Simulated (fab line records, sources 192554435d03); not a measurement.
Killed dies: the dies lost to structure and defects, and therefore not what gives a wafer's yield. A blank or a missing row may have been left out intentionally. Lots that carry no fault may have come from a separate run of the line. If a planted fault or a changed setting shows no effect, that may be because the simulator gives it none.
Chamber matching -- flow n5 finfet -- 4 sister chambers for N5_SD_EPI_N_ETCH_35 on rie diel-05
The step etches SOC in N2/H2, overetch 108 nm, time 486 s. 24 wafers are shown with their chamber, then 12 later ones without.

== WAFERS PAIRED WITH THEIR CHAMBERS ==
wafer,chamber,throttle valve pct (%),showerhead plenum p Torr (Torr),oes product au (a.u.)
L077.2,0,23.66,2.56,0.72
L077.5,3,23.55,2.68,0.77
L077.6,2,23.51,2.65,0.68
L078.1,1,24.11,2.58,0.78
L078.3,0,23.66,2.55,0.72
L078.6,1,24.11,2.58,0.78
L080.1,1,24.13,2.58,0.78
L080.2,2,23.51,2.65,0.68
L080.4,0,23.67,2.55,0.72
L081.2,1,24.10,2.58,0.79
L081.5,3,23.55,2.67,0.77
L081.6,0,23.67,2.55,0.72
L082.1,2,23.53,2.65,0.68
L082.2,3,23.55,2.67,0.76
L082.3,0,23.66,2.55,0.73
L083.3,0,23.66,2.55,0.72
L083.4,1,24.13,2.58,0.77
L083.5,3,23.54,2.67,0.76
L084.3,1,24.13,2.57,0.77
L084.4,3,23.57,2.67,0.75
L084.6,3,23.58,2.67,0.76
L088.1,1,24.14,2.57,0.76
L088.3,2,23.54,2.64,0.67
L088.5,1,24.14,2.57,0.76

SIGNATURES (averages over the wafers above)
reading,chamber 0,chamber 1,chamber 2,chamber 3,scatter within a chamber
throttle valve pct,23.6633,24.1238,23.5225,23.5567,0.0133
showerhead plenum p Torr,2.5517,2.5762,2.6475,2.6717,0.00463
oes product au,0.7217,0.7738,0.6775,0.7617,0.00784
Rule: a wafer lies at a distance from a chamber equal to the root of the sum of squares, over the readings, of (its reading less the chamber's mean, divided by the reading's scatter). If the next closest chamber is less than 2 further off than the closest, the wafer can't be placed; otherwise it belongs to the closest. The scatter is the square root of a quotient: the sum, over the shown wafers, of each reading's squared deviation from its chamber's mean, divided by wafers minus chambers.

== WAFERS WHOSE CHAMBER IS MISSING ==
wafer,throttle valve pct (%),showerhead plenum p Torr (Torr),oes product au (a.u.)
L089.1,24.14,2.57,0.76
L089.5,24.14,2.57,0.76
L089.6,23.69,2.55,0.70
L091.1,24.16,2.57,0.75
L091.2,23.58,2.66,0.75
L091.6,24.14,2.57,0.75
L092.1,24.15,2.57,0.75
L092.3,23.56,2.64,0.66
L092.4,23.72,2.54,0.70
L097.1,23.61,2.66,0.72
L097.3,24.16,2.56,0.74
L097.5,23.58,2.64,0.66

== CHAMBER TAKEN BY EACH ==
wafer,from the rows above,in truth
L089.1,1,1
L089.5,1,1
L089.6,0,0
L091.1,1,1
L091.2,3,3
L091.6,1,1
L092.1,1,1
L092.3,2,2
L092.4,0,0
L097.1,can't be placed: 3 or 2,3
L097.3,1,1
L097.5,2,2
Correct placement for 11 of the 12. Can't be placed from these rows: 1 (the true chamber is among the candidates in 1). 0 placed wrongly.
